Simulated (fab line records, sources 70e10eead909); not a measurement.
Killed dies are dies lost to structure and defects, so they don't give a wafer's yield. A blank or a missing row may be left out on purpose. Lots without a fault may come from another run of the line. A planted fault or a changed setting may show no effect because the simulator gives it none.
Chamber matching | flow nand_harc | NHARC_P_CONTACT_CMP_24 on cmp-04: 4 sister chambers
The step polishes, t overpolish 30 s, target thk 200 nm. 4 wafers are shown with their chamber, then 10 later ones without.

WAFERS WITH THEIR CHAMBER
wafer  | chamber | motor_current_A (A)
L086.2 | 1       | 11.1
L086.4 | 3       | 12.4
L090.1 | 0       | 11.3
L090.3 | 2       | 11.6

WAFERS WITHOUT THEIR CHAMBER
wafer  | motor_current_A (A)
L090.4 | 13.0
L092.1 | 11.8
L092.4 | 11.5
L092.5 | 12.9
L093.2 | 12.8
L093.4 | 10.9
L093.6 | 11.5
L096.1 | 11.3
L096.3 | 12.2
L096.4 | 11.6

WHICH CHAMBER EACH WENT THROUGH
wafer  | from the rows above               | in truth
L090.4 | 3                                 | 3
L092.1 | can't be placed: 2 or 0 or 3 or 1 | 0
L092.4 | can't be placed: 2 or 0 or 1      | 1
L092.5 | 3                                 | 3
L093.2 | 3                                 | 3
L093.4 | can't be placed: 1 or 0 or 2      | 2
L093.6 | can't be placed: 2 or 0 or 1      | 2
L096.1 | can't be placed: 0 or 1 or 2      | 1
L096.3 | can't be placed: 3 or 2           | 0
L096.4 | can't be placed: 2 or 0 or 1      | 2
Placed correctly: 3 of 10. Can't be placed from these rows: 7 (the true chamber is among the candidates in 6). Placed wrongly: 0.
How it was worked out, from the rows above alone: a wafer's distance from a chamber is the root of the sum, over the readings, of the square of ((its reading less the chamber's mean) divided by the reading's scatter). The wafer belongs to the nearest chamber; if the next one is less than 2 further off, it can't be placed. A chamber's mean is the mean of its shown wafers. The scatter: with one shown wafer a chamber, the root of the mean of the squares of how far each hidden wafer lies from its nearest shown one.
